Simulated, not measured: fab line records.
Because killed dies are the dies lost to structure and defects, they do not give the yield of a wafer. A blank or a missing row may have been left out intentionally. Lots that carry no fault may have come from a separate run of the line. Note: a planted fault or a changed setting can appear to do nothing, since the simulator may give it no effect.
Chamber matching    flow nandHarc    NHARC_A_STAIRCASE_DESCUM_443 on rieDiel-11: 4 sister chambers
The step chemistry O2, time 3 s. 16 wafers are shown with their chamber, then 8 later ones without.

EACH WAFER AND ITS CHAMBER
wafer   chamber  drypumpMotorCurrentA (A)  showerheadPlenumPTorr (Torr)  oesProductAu (a.u.)
L074.1  3        5.4                       1.84                          0.989
L074.2  1        6.4                       1.96                          1.003
L074.3  0        6.1                       1.88                          0.980
L076.1  1        6.4                       1.96                          0.995
L076.2  0        6.1                       1.88                          0.989
L076.3  2        5.6                       1.80                          1.002
L078.2  0        6.1                       1.87                          0.981
L078.4  2        5.6                       1.80                          1.007
L078.5  1        6.4                       1.96                          0.998
L082.1  3        5.4                       1.83                          0.986
L082.4  0        6.1                       1.87                          0.989
L082.5  2        5.6                       1.79                          1.010
L083.1  1        6.4                       1.96                          1.000
L083.5  3        5.3                       1.83                          0.986
L083.6  0        6.1                       1.87                          0.980
L088.3  3        5.4                       1.83                          0.986

SIGNATURES (means of the wafers above)
reading                chamber 0  chamber 1  chamber 2  chamber 3  scatter within a chamber
drypumpMotorCurrentA   6.100      6.400      5.600      5.375      0.025
showerheadPlenumPTorr  1.8740     1.9600     1.7967     1.8325     0.00467
oesProductAu           0.98380    0.99900    1.00633    0.98675    0.0037
Rule: for a wafer and a chamber, the distance is found by dividing, reading by reading, the gap between the wafer's reading and the chamber's mean by the reading's scatter, squaring, summing and taking the root. If the next closest chamber is less than 2 further off than the closest, the wafer can't be placed; otherwise it belongs to the closest. The scatter: the root of (the sum of the squares of (reading less its chamber's mean) over the shown wafers, divided by (wafers less chambers)).

WAFERS MISSING THEIR CHAMBER
wafer   drypumpMotorCurrentA (A)  showerheadPlenumPTorr (Torr)  oesProductAu (a.u.)
L088.5  6.1                       1.87                          0.975
L088.6  5.4                       1.83                          0.991
L093.1  6.1                       1.87                          0.986
L093.2  6.4                       1.95                          1.001
L093.3  5.6                       1.79                          1.002
L093.4  5.3                       1.83                          0.994
L093.5  5.7                       1.79                          1.002
L093.6  5.3                       1.83                          0.995

EACH ONE'S CHAMBER
wafer   from the rows above  in truth
L088.5  0                    0
L088.6  3                    3
L093.1  0                    0
L093.2  1                    1
L093.3  2                    2
L093.4  3                    3
L093.5  2                    2
L093.6  3                    3
Correctly placed: 8 of 8. From these rows, 0 cannot be placed. Number placed wrongly: 0.
